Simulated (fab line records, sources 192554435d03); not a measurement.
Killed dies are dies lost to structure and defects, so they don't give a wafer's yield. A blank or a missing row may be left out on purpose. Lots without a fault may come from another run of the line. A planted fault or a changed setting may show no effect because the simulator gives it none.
A struck lot beside a sound one | flow n5_finfet | 15 steps out of a route of 1938
Sound: wafers L424.1, L424.4, L424.6. Struck: wafers L442.1, L442.3, L442.6. The cause comes at the end.
At each step with rows: each side's tool, then ch and its chambers, then its first start. Under that, the readings that differ: sound wafers | struck wafers | difference of the means | sigmas: that difference in standard deviations of wafers without a fault.
alike: readings whose means differ by less than 2 such deviations, and words and numbers that are the same on both sides. not compared: withheld readings, readings that some wafer has no value for, bounds like >300 that may hide the same value, and numbers for which the record gives no deviation and whose values overlap.
The two part at a step that has a row with sigmas, a row that says differs or no value, or rows on one side only. Numbers that don't overlap but have no deviation are shown without sigmas and don't part them. A reading that every wafer of one side lacks parts them only if that side has two wafers or more.

N5_BEOL_M12_ETCH_67: etches SiARC in CF4, target depth 143 nm, time 238.3 s.
  sound on rie_diel-02 ch 0,2,3, day 11 14:55; struck on rie_diel-02 ch 0,1,2, day 15 22:03
  alike: drypump_motor_current_A, etch_rf_on_time_s, oes_product_au, rf_vpp_V, showerhead_plenum_p_Torr, throttle_valve_pct
  not compared: rf_hours_counter_h
then, 2 steps without rows for these wafers: N5_BEOL_M12_ETCH_68 (etches SOC in N2/H2, time 285 s); N5_BEOL_M12_STRIP_69 (strips in N2/H2).
N5_BEOL_M12_TRENCH_ETCH_34: etches SiOC in C4F8/O2/Ar, target depth 318.95 nm, time 125.5 s.
  sound on rie_diel-02 ch 0,2,3, day 11 15:15; struck on rie_diel-02 ch 0,1,2, day 15 22:23
  alike: O2_flow_sccm, drypump_motor_current_A, he_inner_torr, oes_product_au, rf_vpp_V, showerhead_plenum_p_Torr, throttle_valve_pct
  not compared: rf_hours_counter_h
then, 1 step without rows for these wafers: N5_BEOL_M12_STRIP_70 (strips in C4F8/O2/Ar).
N5_BEOL_M12_OCD_MEAS_35:
  sound on ocd-01, day 11 15:24; struck on ocd-02, day 15 22:32
  alike: trench_depth_nm
N5_BEOL_M12_STRIP_37: strips in N2/H2.
  sound on plasma_asher-01 ch 1, day 11 15:26; struck on plasma_asher-01 ch 0,1, day 15 22:34
  alike: drypump_motor_current_A, heater_power_w, oes_product_au
  not compared: rf_hours_counter_h
N5_BEOL_M12_ETCH_38: etches SiCN in CF4/N2, target depth 68.7 nm, time 73.4 s.
  sound on rie_diel-02 ch 0,2, day 11 20:11; struck on rie_diel-01 ch 0,3, day 16 05:23
  alike: drypump_motor_current_A, oes_product_au, rf_vpp_V, showerhead_plenum_p_Torr, throttle_valve_pct
  not compared: rf_hours_counter_h
then, 4 steps without rows for these wafers: N5_BEOL_M12_PRECLEAN_39 (cleans in residue remover, time 60 s); N5_BEOL_M12_SRD_40 (time 30 s, dry time 30 s); N5_BEOL_M12_DEGAS_41 (time 60 s); N5_BEOL_M12_PRE_CLEAN_42 (time 30 s).
N5_BEOL_M12_SPUTTER_43: material TaN, target thk 15 nm, time 24.19 s.
  sound on pvd_sputter-02, day 11 20:55; struck on pvd_sputter-03, day 16 05:40
  reading                                      | sound             | struck            | difference | sigmas
  cathode_dc_power_W (W)                       | 14996 14992 14999 | 15851 15842 15851 | +852       | +99 or more
  throttle_valve_pct (%)                       | 27.9 30.0 28.1    | 30.5 31.7 31.7    | +2.6       | +3
  model.TaN_of_BEOL_M12_SPUTTER_43.thk_nm (nm) | 15 15 14.8        | 15.6 15.8 15.8    | +0.8       |
N5_BEOL_M12_SPUTTER_44: material Ta, target thk 10 nm, time 16.13 s.
  sound on pvd_sputter-02, day 11 20:59; struck on pvd_sputter-03, day 16 05:44
  reading                | sound          | struck         | difference | sigmas
  throttle_valve_pct (%) | 28.1 30.0 27.9 | 30.8 31.6 31.6 | +2.7       | +3
  alike: cathode_dc_power_W
N5_PASSIVATION_PROBE_49:
  the record has rows for the struck wafers here (prober-01, day 17 16:04) and none for the sound ones

WHERE THEY PART
First at N5_BEOL_M12_SPUTTER_43; last, within this record, at N5_PASSIVATION_PROBE_49.

WHY: what the simulator had put in
Process parameter drift: pvd_sputter-03, from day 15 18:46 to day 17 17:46, at N5_BEOL_M12_SPUTTER_43. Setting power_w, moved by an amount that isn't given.
